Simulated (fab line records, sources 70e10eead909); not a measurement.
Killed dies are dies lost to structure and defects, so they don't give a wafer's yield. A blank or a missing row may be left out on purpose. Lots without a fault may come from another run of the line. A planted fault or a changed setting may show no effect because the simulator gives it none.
A struck lot beside a sound one | flow nand_harc | 15 steps out of a route of 1302
Sound: wafers L588.1, L588.2, L588.6. Struck: wafer L586.6. (L586.1, L586.3 of the same lot were not struck and are left out.) The cause comes at the end.
At each step with rows: each side's tool, then ch and its chambers, then its first start. Under that, the readings that differ: sound wafers | struck wafers | difference of the means | sigmas: that difference in standard deviations of wafers without a fault.
alike: readings whose means differ by less than 2 such deviations, and words and numbers that are the same on both sides. not compared: withheld readings, readings that some wafer has no value for, bounds like >300 that may hide the same value, and numbers for which the record gives no deviation and whose values overlap.
The two part at a step that has a row with sigmas, a row that says differs or no value, or rows on one side only. Numbers that don't overlap but have no deviation are shown without sigmas and don't part them. A reading that every wafer of one side lacks parts them only if that side has two wafers or more.

first, 3 steps without rows for these wafers: NHARC_A_CHANNEL_HOLE_D1_STRIP_41 (strips in N2/H2); NHARC_A_CHANNEL_HOLE_D1_STRIP_42 (strips in CF4/CHF3); NHARC_A_CHANNEL_HOLE_D1_STRIP_43 (strips in O2/COS).
NHARC_A_CHANNEL_HOLE_D1_ETCH_44: etches the open film in CF4/O2, target depth 140 nm, overetch 14 nm, time 77 s.
  sound on rie_diel-06 ch 1,3, day 16 21:52; struck on rie_diel-06 ch 3, day 16 03:59
  alike: drypump_motor_current_A, oes_product_au, rf_fwd_power_W, rf_vpp_V, showerhead_plenum_p_Torr, throttle_valve_pct
  not compared: rf_hours_counter_h
NHARC_A_CHANNEL_HOLE_D1_STRIP_27: strips in O2.
  sound on rie_diel-06 ch 0,3; struck on rie_diel-06 ch 3
  reading      | sound          | struck | difference | sigmas
  rf_vpp_V (V) | 57.2 57.3 58.0 | 59.5   | +2.0       | +2
  alike: drypump_motor_current_A, oes_product_au, showerhead_plenum_p_Torr, throttle_valve_pct
  not compared: rf_hours_counter_h
then, 2 steps without rows for these wafers: NHARC_A_CHANNEL_HOLE_D1_PRECLEAN_28 (cleans in SC1); NHARC_A_CHANNEL_HOLE_D1_SRD_29.
NHARC_A_CHANNEL_HOLE_D1_CD_MEAS_30:
  sound on cd_sem-01, day 16 22:40; struck on cd_sem-03, day 16 04:46
  alike: cd_nm
NHARC_A_CHANNEL_HOLE_D1_XSEM_31:
  sound on xsem-02 ch 0, day 16 22:46; struck on xsem-02 ch 0, day 16 04:51
  reading     | sound          | struck | difference | sigmas
  bow_nm (nm) | 8.67 8.63 8.62 | 9.35   | +0.71      | +3
  alike: bot_cd_nm, tilt_deg
NHARC_A_CHANNEL_HOLE_D1_INSPECT_40:
  sound on defect_inspect-02, day 16 22:51; struck on defect_inspect-01, day 16 04:57
  alike: raw_defect_count
then, 2 steps without rows for these wafers: NHARC_A_CHANNEL_FILL_D1_PRECLEAN_00 (cleans in SC1); NHARC_A_CHANNEL_FILL_D1_SRD_01.
NHARC_A_CHANNEL_FILL_D1_ALD_02: deposits SiO2, target thk 6 nm, pulse time 10 s, ald cycles 60.
  sound on ald_hk-04 ch 0,1,3, day 16 23:04; struck on ald_hk-02 ch 2, day 16 05:08
  reading            | sound       | struck | difference | sigmas
  ald_cycles         | 60 60 60    | 73     | +13        |
  heater_power_w (W) | 500 446 501 | 625    | +143       | +2
  alike: precursor_pulse_height_rel
NHARC_A_CHANNEL_FILL_D1_ALD_03: deposits SiNx, target thk 6 nm, pulse time 60 s, ald cycles 58.
  sound on ald_sin_batch-02 ch 0; struck on ald_sin_batch-03 ch 0
  alike: precursor_pulse_height_rel
  not compared: ald_cycles
-- the record jumps here: 16 days lie between the struck wafers' starts before and after (it left off in module A_CHANNEL_FILL_D1 and takes up again in module END, whose first step shown is number 1302 of the route) --
NHARC_END_SORT_01:
  sound on prober-01 ch 0, day 32 19:23; struck on prober-02 ch 0, day 31 17:55
  reading         | sound    | struck | difference | sigmas
  killed_at_array | 50 35 64 | 100    | +50        | +3
  killed_dies     | 54 41 69 | 101    | +46        | +3
  killed_short    | 4 2 1    | 7      | +5         | +3
  alike: killed_at_other, killed_at_periphery, killed_open

WHERE THEY PART
First at NHARC_A_CHANNEL_HOLE_D1_STRIP_27; last, within this record, at NHARC_END_SORT_01.

WHY: what the simulator had put in
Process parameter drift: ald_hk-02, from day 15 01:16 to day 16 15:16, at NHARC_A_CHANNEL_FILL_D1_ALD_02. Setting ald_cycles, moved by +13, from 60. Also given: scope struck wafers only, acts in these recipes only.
